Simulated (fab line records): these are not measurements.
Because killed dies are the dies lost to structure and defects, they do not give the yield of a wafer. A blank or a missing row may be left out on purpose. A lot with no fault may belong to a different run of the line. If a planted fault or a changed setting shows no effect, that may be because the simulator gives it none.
Which tool was responsible? :: flow nand_harc :: Sampling: 13 lots, 38 wafers, 5 of 1302 route steps

## WHAT THE GAUGES READ, wafer by wafer
NHARC_A_BONDPAD_OVL_MEAS_35. Usual: overlay_x_nm 2 nm, standard deviation 5.8; overlay_y_nm 1 nm, standard deviation 6.9.
lot: L428
measured: day 23 15:22
on: overlay-01
overlay_x_nm (nm): 6 6 6
overlay_y_nm (nm): 10 10 10
flag: 

lot: L427
measured: day 23 18:53
on: overlay-02
overlay_x_nm (nm): 8 8 8
overlay_y_nm (nm): -7 -6 -6
flag: 

lot: L426
measured: day 23 23:00
on: overlay-01
overlay_x_nm (nm): -5 -6 -6
overlay_y_nm (nm): 5 4 4
flag: 

lot: L429
measured: day 24 14:46
on: overlay-02
overlay_x_nm (nm): 3 3 2
overlay_y_nm (nm): 5 5 6
flag: 

lot: L430
measured: day 24 16:01
on: overlay-01
overlay_x_nm (nm): -10 -10 -10
overlay_y_nm (nm): 6 7 6
flag: 

lot: L432
measured: day 25 11:41
on: overlay-01
overlay_x_nm (nm): -7 -6 -7
overlay_y_nm (nm): 8 8 8
flag: 

lot: L431
measured: day 25 13:11
on: overlay-01
overlay_x_nm (nm): 4 4 4
overlay_y_nm (nm): -8 -7 -8
flag: 

lot: L435
measured: day 27 04:34
on: overlay-02
overlay_x_nm (nm): -1 -1 -1
overlay_y_nm (nm): 8 7 7
flag: 

lot: L439
measured: day 29 11:45
on: overlay-01
overlay_x_nm (nm): -2 -2 -1
overlay_y_nm (nm): -6 -6 -6
flag: 

lot: L444
measured: day 30 22:19
on: overlay-02
overlay_x_nm (nm): -2 -2
overlay_y_nm (nm): 8 8
flag: 

lot: L445
measured: day 31 03:39
on: overlay-01
overlay_x_nm (nm): 5 5 5
overlay_y_nm (nm): -3 -3 -3
flag: 

lot: L448
measured: day 32 19:34
on: overlay-02
overlay_x_nm (nm): 14 15 14
overlay_y_nm (nm): -11 -11 -12
flag: 

lot: L447
measured: day 32 20:51
on: overlay-02
overlay_x_nm (nm): 6 6 5
overlay_y_nm (nm): 4 4 5
flag: 

NHARC_A_BONDPAD_INSPECT_23. Usual: raw_defect_count 561, standard deviation 120.
lot: L428
measured: day 23 18:05
on: defect_inspect-02
raw_defect_count: 522 597 508
flag: 

lot: L427
measured: day 23 21:34
on: defect_inspect-02
raw_defect_count: 661 470 511
flag: 

lot: L426
measured: day 24 01:41
on: defect_inspect-02
raw_defect_count: 501 524 488
flag: 

lot: L429
measured: day 24 17:29
on: defect_inspect-01
raw_defect_count: 557 525 732
flag: 

lot: L430
measured: day 24 18:50
on: defect_inspect-01
raw_defect_count: 446 464 592
flag: 

lot: L432
measured: day 25 14:27
on: defect_inspect-02
raw_defect_count: 786 661 584
flag: 

lot: L431
measured: day 25 15:55
on: defect_inspect-02
raw_defect_count: 479 503 575
flag: 

lot: L435
measured: day 27 07:17
on: defect_inspect-01
raw_defect_count: 540 574 490
flag: 

lot: L439
measured: day 29 14:27
on: defect_inspect-01
raw_defect_count: 540 518 428
flag: 

lot: L444
measured: day 31 01:02
on: defect_inspect-01
raw_defect_count: 876 625
flag: 

lot: L445
measured: day 31 06:22
on: defect_inspect-02
raw_defect_count: 600 592 800
flag: 

lot: L448
measured: day 32 22:14
on: defect_inspect-01
raw_defect_count: 870 601 518
flag: 

lot: L447
measured: day 32 23:33
on: defect_inspect-02
raw_defect_count: 521 476 533
flag: 

NHARC_END_SORT_01. Usual: defect_limited_yield is 90.9 % with standard deviation 2.7, killed_at_array is 57 with standard deviation 19, killed_at_other is 0.9 with standard deviation 1.1, killed_at_periphery is 4.0 with standard deviation 2.6, killed_dies is 62 with standard deviation 19, killed_open is 3.3 with standard deviation 1.8, and killed_short is 2.4 with standard deviation 1.7.
lot: L428
measured: day 25 04:55
on: prober-01
defect_limited_yield (%): 95.0 96.8 95.1
killed_at_array: 23 15 20
killed_at_other: 3 2 1
killed_at_periphery: 8 5 12
killed_dies: 34 22 33
killed_open: 3 3 3
killed_short: 4 2 4
flag: 

lot: L427
measured: day 25 13:27
on: prober-01
defect_limited_yield (%): 89.8 91.9 91.6
killed_at_array: 63 49 54
killed_at_other: 0 1 0
killed_at_periphery: 6 5 3
killed_dies: 69 55 57
killed_open: 2 1 3
killed_short: 3 4 1
flag: 

lot: L426
measured: day 25 04:56
on: prober-02
defect_limited_yield (%): 90.0 89.7 90.7
killed_at_array: 67 69 57
killed_at_other: 0 1 0
killed_at_periphery: 1 0 6
killed_dies: 68 70 63
killed_open: 2 2 2
killed_short: 2 6 3
flag: 

lot: L429
measured: day 25 23:07
on: prober-01
defect_limited_yield (%): 89.7 90.4 92.5
killed_at_array: 64 58 46
killed_at_other: 0 2 0
killed_at_periphery: 6 5 5
killed_dies: 70 65 51
killed_open: 5 1 3
killed_short: 1 7 4
flag: 

lot: L430
measured: day 25 23:10
on: prober-02
defect_limited_yield (%): 86.9 87.0 87.0
killed_at_array: 85 86 86
killed_at_other: 0 0 0
killed_at_periphery: 4 2 2
killed_dies: 89 88 88
killed_open: 3 1 5
killed_short: 2 4 2
flag: 

lot: L432
measured: day 26 18:14
on: prober-02
defect_limited_yield (%): 88.9 88.0 87.9
killed_at_array: 70 79 78
killed_at_other: 2 0 3
killed_at_periphery: 3 2 1
killed_dies: 75 81 82
killed_open: 4 4 5
killed_short: 2 0 1
flag: 

lot: L431
measured: day 26 19:47
on: prober-01
defect_limited_yield (%): 92.5 91.4 93.4
killed_at_array: 49 52 43
killed_at_other: 1 1 2
killed_at_periphery: 1 5 0
killed_dies: 51 58 45
killed_open: 6 3 1
killed_short: 2 1 1
flag: 

lot: L435
measured: day 28 11:38
on: prober-02
defect_limited_yield (%): 90.5 88.9 89.8
killed_at_array: 64 70 67
killed_at_other: 0 2 0
killed_at_periphery: 0 3 2
killed_dies: 64 75 69
killed_open: 4 5 5
killed_short: 1 4 2
flag: 

lot: L439
measured: day 30 18:28
on: prober-01
defect_limited_yield (%): 96.5 96.5 95.9
killed_at_array: 16 20 22
killed_at_other: 3 2 5
killed_at_periphery: 5 2 1
killed_dies: 24 24 28
killed_open: 5 5 1
killed_short: 0 2 1
flag: 

lot: L444
measured: day 32 08:04
on: prober-01
defect_limited_yield (%): 83.8 86.6
killed_at_array: 104 85
killed_at_other: 2 0
killed_at_periphery: 4 6
killed_dies: 110 91
killed_open: 3 4
killed_short: 5 2
flag: 

lot: L445
measured: day 32 17:13
on: prober-01
defect_limited_yield (%): 86.1 88.6 88.6
killed_at_array: 80 67 74
killed_at_other: 3 1 1
killed_at_periphery: 11 9 2
killed_dies: 94 77 77
killed_open: 4 5 9
killed_short: 2 1 3
flag: 

lot: L448
measured: day 34 06:13
on: prober-02
defect_limited_yield (%): 93.2 95.1 91.1
killed_at_array: 40 27 53
killed_at_other: 1 3 1
killed_at_periphery: 5 3 6
killed_dies: 46 33 60
killed_open: 4 1 5
killed_short: 2 4 3
flag: 

lot: L447
measured: day 34 06:13
on: prober-01
defect_limited_yield (%): 88.3 88.8 92.2
killed_at_array: 69 69 50
killed_at_other: 0 0 0
killed_at_periphery: 10 7 3
killed_dies: 79 76 53
killed_open: 2 5 4
killed_short: 3 1 1
flag: 

## EACH LOT AND THE TOOL THAT RAN IT (in order: tool; ch and the chambers of the sampled wafers; start)
lot: L428
NHARC_THIN_TSV_ETCH_44: rie_diel-10 ch 1,2, day 24 11:51
NHARC_THIN_TSV_ETCH_36: rie_metal-03 ch 0,1, day 24 18:10

lot: L427
NHARC_THIN_TSV_ETCH_44: rie_diel-10 ch 0,3, day 24 10:33
NHARC_THIN_TSV_ETCH_36: rie_metal-01 ch 0,1, day 24 16:38

lot: L426
NHARC_THIN_TSV_ETCH_44: rie_diel-03 ch 1,3, day 24 15:11
NHARC_THIN_TSV_ETCH_36: rie_metal-02 ch 1, day 24 21:34

lot: L429
NHARC_THIN_TSV_ETCH_44: rie_diel-10 ch 0,3, day 25 08:24
NHARC_THIN_TSV_ETCH_36: rie_metal-03 ch 0,1, day 25 14:31

lot: L430
NHARC_THIN_TSV_ETCH_44: rie_diel-10 ch 0,1,3, day 25 09:37
NHARC_THIN_TSV_ETCH_36: rie_metal-02 ch 0, day 25 16:01

lot: L432
NHARC_THIN_TSV_ETCH_44: rie_diel-05 ch 0,1,3, day 26 03:13
NHARC_THIN_TSV_ETCH_36: rie_metal-02 ch 0, day 26 09:39

lot: L431
NHARC_THIN_TSV_ETCH_44: rie_diel-03 ch 1,2,3, day 26 04:32
NHARC_THIN_TSV_ETCH_36: rie_metal-01 ch 0,1, day 26 10:38

lot: L435
NHARC_THIN_TSV_ETCH_44: rie_diel-10 ch 0,1, day 27 19:56
NHARC_THIN_TSV_ETCH_36: rie_metal-01 ch 0,1, day 28 02:15

lot: L439
NHARC_THIN_TSV_ETCH_44: rie_diel-05 ch 1,2, day 30 03:25
NHARC_THIN_TSV_ETCH_36: rie_metal-03 ch 0,1, day 30 09:55

lot: L444
NHARC_THIN_TSV_ETCH_44: rie_diel-10 ch 1, day 31 14:18
NHARC_THIN_TSV_ETCH_36: rie_metal-03 ch 0,1, day 31 20:38

lot: L445
NHARC_THIN_TSV_ETCH_44: rie_diel-05 ch 0,1, day 32 02:41
NHARC_THIN_TSV_ETCH_36: rie_metal-02 ch 0,1, day 32 08:46

lot: L448
NHARC_THIN_TSV_ETCH_44: rie_diel-03 ch 1,2, day 33 12:23
NHARC_THIN_TSV_ETCH_36: rie_metal-01 ch 0,1, day 33 18:32

lot: L447
NHARC_THIN_TSV_ETCH_44: rie_diel-03 ch 0,1,3, day 33 11:10
NHARC_THIN_TSV_ETCH_36: rie_metal-02 ch 0,1, day 33 17:08
- NHARC_THIN_TSV_ETCH_44: etches the open film in CF4/O2, target depth 1594.2 nm, time 797.1 s.
- NHARC_THIN_TSV_ETCH_36: etches the open film in Cl2/BCl3, target depth 65 nm, time 18.571 s.

## AS READ BY THE TOOLS THEMSELVES (means over the sampled wafers that have a number; for cases with no such wafer, the mark the record gives instead)
NHARC_THIN_TSV_ETCH_44. Usual: drypump_motor_current_A 5.54 A, standard deviation 0.28; oes_product_au 1.005 a.u., standard deviation 0.0094; rf_vpp_V 792 V, standard deviation 4.2; run_length_s 818.4 s, standard deviation 0.53; showerhead_plenum_p_Torr 1.80 Torr, standard deviation 0.067; throttle_valve_pct 16.914 %, standard deviation 0.0086.
lot: L428
tool: rie_diel-10
drypump_motor_current_A (A): 5.57
oes_product_au (a.u.): 1.015
rf_vpp_V (V): 798
run_length_s (s): 818.5
showerhead_plenum_p_Torr (Torr): 1.91
throttle_valve_pct (%): 16.908
flag: 

lot: L427
tool: rie_diel-10
drypump_motor_current_A (A): 5.27
oes_product_au (a.u.): 0.991
rf_vpp_V (V): 792
run_length_s (s): 817.7
showerhead_plenum_p_Torr (Torr): 1.78
throttle_valve_pct (%): 16.908
flag: 

lot: L426
tool: rie_diel-03
drypump_motor_current_A (A): 5.67
oes_product_au (a.u.): 1.013
rf_vpp_V (V): 794
run_length_s (s): 818.5
showerhead_plenum_p_Torr (Torr): 1.83
throttle_valve_pct (%): 16.919
flag: 

lot: L429
tool: rie_diel-10
drypump_motor_current_A (A): 5.26
oes_product_au (a.u.): 0.990
rf_vpp_V (V): 792
run_length_s (s): 818.0
showerhead_plenum_p_Torr (Torr): 1.78
throttle_valve_pct (%): 16.920
flag: 

lot: L430
tool: rie_diel-10
drypump_motor_current_A (A): 5.44
oes_product_au (a.u.): 1.001
rf_vpp_V (V): 795
run_length_s (s): 818.2
showerhead_plenum_p_Torr (Torr): 1.85
throttle_valve_pct (%): 16.907
flag: 

lot: L432
tool: rie_diel-05
drypump_motor_current_A (A): 5.62
oes_product_au (a.u.): 1.009
rf_vpp_V (V): 792
run_length_s (s): 818.4
showerhead_plenum_p_Torr (Torr): 1.78
throttle_valve_pct (%): 16.903
flag: 

lot: L431
tool: rie_diel-03
drypump_motor_current_A (A): 5.46
oes_product_au (a.u.): 1.008
rf_vpp_V (V): 791
run_length_s (s): 818.3
showerhead_plenum_p_Torr (Torr): 1.79
throttle_valve_pct (%): 16.916
flag: 

lot: L435
tool: rie_diel-10
drypump_motor_current_A (A): 5.23
oes_product_au (a.u.): 1.010
rf_vpp_V (V): 793
run_length_s (s): 817.7
showerhead_plenum_p_Torr (Torr): 1.83
throttle_valve_pct (%): 16.912
flag: 

lot: L439
tool: rie_diel-05
drypump_motor_current_A (A): 5.88
oes_product_au (a.u.): 1.009
rf_vpp_V (V): 789
run_length_s (s): 818.8
showerhead_plenum_p_Torr (Torr): 1.75
throttle_valve_pct (%): 16.912
flag: 

lot: L444
tool: rie_diel-10
drypump_motor_current_A (A): 5.58
oes_product_au (a.u.): 1.009
rf_vpp_V (V): 801
run_length_s (s): 818.5
showerhead_plenum_p_Torr (Torr): 1.96
throttle_valve_pct (%): 16.917
flag: 

lot: L445
tool: rie_diel-05
drypump_motor_current_A (A): 5.65
oes_product_au (a.u.): 0.999
rf_vpp_V (V): 792
run_length_s (s): 818.0
showerhead_plenum_p_Torr (Torr): 1.79
throttle_valve_pct (%): 16.914
flag: 

lot: L448
tool: rie_diel-03
drypump_motor_current_A (A): 5.36
oes_product_au (a.u.): 0.994
rf_vpp_V (V): 790
run_length_s (s): 818.3
showerhead_plenum_p_Torr (Torr): 1.77
throttle_valve_pct (%): 16.916
flag: 

lot: L447
tool: rie_diel-03
drypump_motor_current_A (A): 5.75
oes_product_au (a.u.): 1.001
rf_vpp_V (V): 793
run_length_s (s): 818.6
showerhead_plenum_p_Torr (Torr): 1.81
throttle_valve_pct (%): 16.912
flag: 

NHARC_THIN_TSV_ETCH_36. Usual: drypump_motor_current_A 5.5 A, standard deviation 0.5; oes_product_au 0.998 a.u., standard deviation 0.0089; run_length_s 40.0 s, standard deviation 0.38.
lot: L428
tool: rie_metal-03
drypump_motor_current_A (A): 5.7
oes_product_au (a.u.): 0.999
run_length_s (s): 40.1
flag: 

lot: L427
tool: rie_metal-01
drypump_motor_current_A (A): 5.2
oes_product_au (a.u.): 0.994
run_length_s (s): 40.5
flag: 

lot: L426
tool: rie_metal-02
drypump_motor_current_A (A): 6.4
oes_product_au (a.u.): 0.989
run_length_s (s): 39.9
flag: 

lot: L429
tool: rie_metal-03
drypump_motor_current_A (A): 5.6
oes_product_au (a.u.): 0.987
run_length_s (s): 39.5
flag: 

lot: L430
tool: rie_metal-02
drypump_motor_current_A (A): 5.2
oes_product_au (a.u.): 1.002
run_length_s (s): 39.7
flag: 

lot: L432
tool: rie_metal-02
drypump_motor_current_A (A): 5.2
oes_product_au (a.u.): 1.012
run_length_s (s): 39.7
flag: 

lot: L431
tool: rie_metal-01
drypump_motor_current_A (A): 5.2
oes_product_au (a.u.): 0.995
run_length_s (s): 40.5
flag: 

lot: L435
tool: rie_metal-01
drypump_motor_current_A (A): 5.4
oes_product_au (a.u.): 1.000
run_length_s (s): 40.2
flag: 

lot: L439
tool: rie_metal-03
drypump_motor_current_A (A): 5.8
oes_product_au (a.u.): 0.996
run_length_s (s): 38.1
flag: OFF

lot: L444
tool: rie_metal-03
drypump_motor_current_A (A): 5.6
oes_product_au (a.u.): 1.002
run_length_s (s): 37.1
flag: OFF

lot: L445
tool: rie_metal-02
drypump_motor_current_A (A): 5.5
oes_product_au (a.u.): 1.003
run_length_s (s): 39.7
flag: 

lot: L448
tool: rie_metal-01
drypump_motor_current_A (A): 5.4
oes_product_au (a.u.): 0.999
run_length_s (s): 40.3
flag: 

lot: L447
tool: rie_metal-02
drypump_motor_current_A (A): 6.0
oes_product_au (a.u.): 1.010
run_length_s (s): 40.0
flag: 

## THE ANSWER, worked out from the rows above alone
Rule: a lot counts as off when the mean over its wafers that have a number is more than 3 standard deviations away from the usual mean. Also off: a lot with no number at a reading for which 4 or more lots have one. The other lots that the step has rows for count as sound. After the gauges, taken in route order, come the tools' own readings; for these a lot's mean is taken, as printed above. At the first step where some lot is off, the reading lying furthest off is the one used; lots without a number count as furthest.
Off at NHARC_THIN_TSV_ETCH_36 (run_length_s): L439, L444.
A tool fits if, at that step or a process step before it, it ran every lot that is off, and no sound lot after the first of them. One fits: NHARC_THIN_TSV_ETCH_36 on rie_metal-03. Its last sound lot is L429 (day 25 14:31), its first lot that is off L439 (day 30 09:55): a fault that began between those two fits.
The tool's own readings at NHARC_THIN_TSV_ETCH_36 bear it out: on the lots that are off they differ by more than 5 times the standard deviation of the sound lots' means. run_length_s reads 37.6 s there against 40.0 s on the sound lots.

## WHAT THE SIMULATOR HAD INSERTED
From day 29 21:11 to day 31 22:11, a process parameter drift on rie_metal-03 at NHARC_THIN_TSV_ETCH_36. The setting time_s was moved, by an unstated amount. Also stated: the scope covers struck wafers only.
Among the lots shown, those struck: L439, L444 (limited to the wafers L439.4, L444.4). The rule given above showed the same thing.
